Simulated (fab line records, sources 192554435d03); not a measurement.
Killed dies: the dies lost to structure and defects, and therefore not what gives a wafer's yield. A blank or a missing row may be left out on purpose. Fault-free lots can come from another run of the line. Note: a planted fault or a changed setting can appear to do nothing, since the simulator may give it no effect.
Problem report, 8D (eight disciplines) form, completed by code / flow n5 finfet / the parts of the form that need people (team, actions taken, sign-off) are left out

1. PROBLEM STATEMENT
etch rf on time s at N5_BEOL_M11_ETCH_65 reads a mean of 45.7 s on 1 wafer of 1 lot; wafers without a fault read 64.5 s with a standard deviation of 1.4. That is -13 standard deviations from the usual mean.
The step: etches SiARC in CF4, target depth 39 nm, time 65 s.
First seen on wafer L780.1, day 15 07:53, on rie diel-06. The record holds 30 wafers of 10 lots with a number at this step. The rule behind "out" and "out of limits": a value lying over 4 standard deviations away from the usual mean. The rest of the wafers with a number are treated as sound.

2. WHAT IT IS; WHAT IT IS NOT
question=which readings at this step; is=etch rf on time s; is not=cf4 flow sccm, drypump motor current A, mfc ar sccm, rf vpp V, showerhead plenum p Torr, throttle valve pct
question=which lots; is=L780; is not=L767, L769, L770, L772, L773, L774, L775, L777, L778
question=which wafers of those lots; is=L780.1; is not=L780.2, L780.3
question=read on which tools; is=rie diel-06; is not=rie diel-02, rie diel-03
question=when; is=from day 15 07:53; is not=up to then (29 sound wafers)

3. THE SUSPECTS, EACH WITH WHAT RULES IT OUT
Counting: any tool at a process step up to the reading remains a suspect provided it ran every lot that is out. Sound lots after the first of them don't rule it out here, since some wafers of a struck lot are sound.
- rie metal-01 at N5_BEOL_M11_HM_OPEN_17 (chemistry Cl2/BCl3, target TiN, target depth 20 nm, overetch 6 nm): kept. L780, the lot that is out, went through it at day 15 05:50; up to then, the latest sound lot through it was L777 at day 14 09:34.
- rie diel-06 at N5_BEOL_M11_DESCUM_33 (chemistry O2, time 7.9 s): kept. L780, the lot that is out, went through it at day 15 07:52; up to then, the latest sound lot through it was L777 at day 14 11:25.
- rie diel-06 at N5_BEOL_M11_ETCH_65 (etches SiARC in CF4, target depth 39 nm, time 65 s): kept. L780, the lot that is out, went through it at day 15 07:53; up to then, the latest sound lot through it was L777 at day 14 11:26. Its own readings are out on those wafers: etch rf on time s.
- Within rie metal-01 at N5_BEOL_M11_HM_OPEN_17, the wafers that are out were processed in chamber 1 and their sound lot-mates in chamber 0.
- rie diel-06, N5_BEOL_M11_DESCUM_33: wafers that are out in chamber 0, sound lot-mates in chambers 1, 3.
- rie diel-06, N5_BEOL_M11_ETCH_65: wafers that are out in chamber 0, sound lot-mates in chambers 1, 3.
After the count, these remain: rie metal-01 at N5_BEOL_M11_HM_OPEN_17, rie diel-06 at N5_BEOL_M11_DESCUM_33 and rie diel-06 at N5_BEOL_M11_ETCH_65.

4. THE CAUSE (what the simulator had put in)
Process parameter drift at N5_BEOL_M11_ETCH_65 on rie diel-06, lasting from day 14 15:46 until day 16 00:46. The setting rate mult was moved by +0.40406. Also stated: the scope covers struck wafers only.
Counting left 3 suspects, and this tool is among them.

5. SEQUENCE OF EFFECTS, ordered by route
Each row: a reading where the mean over the struck wafers with a number is more than 3 standard deviations away from the usual. Only readings for which the record gives a usual standard deviation are gone through. hours: the time from each lot's start at the first step in this table that gives one to its start at this step, as a median over the lots. sigmas: the change in usual standard deviations.
hours=0; step=N5_BEOL_M11_ETCH_65; reading=etch rf on time s; usual=64.5 s; on struck wafers=45.7; change=-18.8; sigmas=-13
It contains these process steps:
- N5_BEOL_M11_ETCH_65: etches SiARC in CF4, target depth 39 nm, time 65 s.

6. WHAT WOULD HAVE CAUGHT IT SOONER
First out-of-limits reading in this record: day 15 07:53, which is 16 hours after fault onset at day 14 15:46.
